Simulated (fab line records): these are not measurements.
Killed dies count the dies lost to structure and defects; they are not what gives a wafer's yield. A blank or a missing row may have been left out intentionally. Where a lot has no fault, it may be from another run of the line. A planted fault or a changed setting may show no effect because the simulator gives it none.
Matching of chambers	flow n5Finfet	N5_BEOL_M0_CUTY_DESCUM_61 on rieDiel-02: 4 sister chambers
The step chemistry O2, time 7.9 s. 16 wafers are shown with their chamber, then 8 later ones without.

== WAFERS PAIRED WITH THEIR CHAMBERS ==
wafer	chamber	drypumpMotorCurrentA (A)	throttleValvePct (%)	oesProductAu (a.u.)
L075.2	1	5.7	20.8	0.79
L075.5	0	6.2	20.9	0.71
L075.6	1	5.7	20.8	0.78
L076.4	0	6.1	21.0	0.70
L076.5	1	5.7	20.8	0.78
L076.6	2	5.1	20.6	0.70
L078.4	3	5.3	20.8	0.67
L078.5	2	5.1	20.6	0.71
L078.6	1	5.8	20.8	0.77
L077.1	0	6.2	21.0	0.70
L077.3	2	5.1	20.6	0.70
L077.6	3	5.3	20.8	0.67
L081.2	1	5.7	20.8	0.77
L081.3	2	5.1	20.6	0.70
L081.5	3	5.3	20.8	0.67
L082.2	0	6.2	21.0	0.70

SIGNATURES (averages over the wafers above)
reading	chamber 0	chamber 1	chamber 2	chamber 3	scatter within a chamber
drypumpMotorCurrentA	6.175	5.720	5.100	5.300	0.0359
throttleValvePct	20.975	20.800	20.600	20.800	0.025
oesProductAu	0.7025	0.7780	0.7025	0.6700	0.00599
Rule: for each reading, subtract the chamber's mean from the wafer's reading, divide by that reading's scatter and square the result; add these up over the readings and take the root, which gives the wafer's distance from the chamber. If the next closest chamber is less than 2 further off than the closest, the wafer can't be placed; otherwise it belongs to the closest. The scatter: the root of (the sum of the squares of (reading less its chamber's mean) over the shown wafers, divided by (wafers less chambers)).

== WAFERS WHOSE CHAMBER IS MISSING ==
wafer	drypumpMotorCurrentA (A)	throttleValvePct (%)	oesProductAu (a.u.)
L082.3	5.7	20.8	0.77
L082.6	5.3	20.8	0.67
L083.3	5.7	20.8	0.77
L083.4	6.1	21.0	0.69
L083.5	5.7	20.8	0.77
L096.1	5.3	20.8	0.90
L096.3	5.1	20.6	0.68
L096.5	5.1	20.7	0.67

== THE CHAMBER EACH PASSED THROUGH ==
wafer	from the rows above	in truth
L082.3	1	1
L082.6	3	3
L083.3	1	1
L083.4	0	0
L083.5	1	1
L096.1	1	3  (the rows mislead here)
L096.3	2	2
L096.5	can't be placed: 2 or 3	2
Correctly placed: 6 of 8. Cannot be placed on the basis of these rows: 1; the candidates contain the true chamber in 1. 1 placed wrongly.
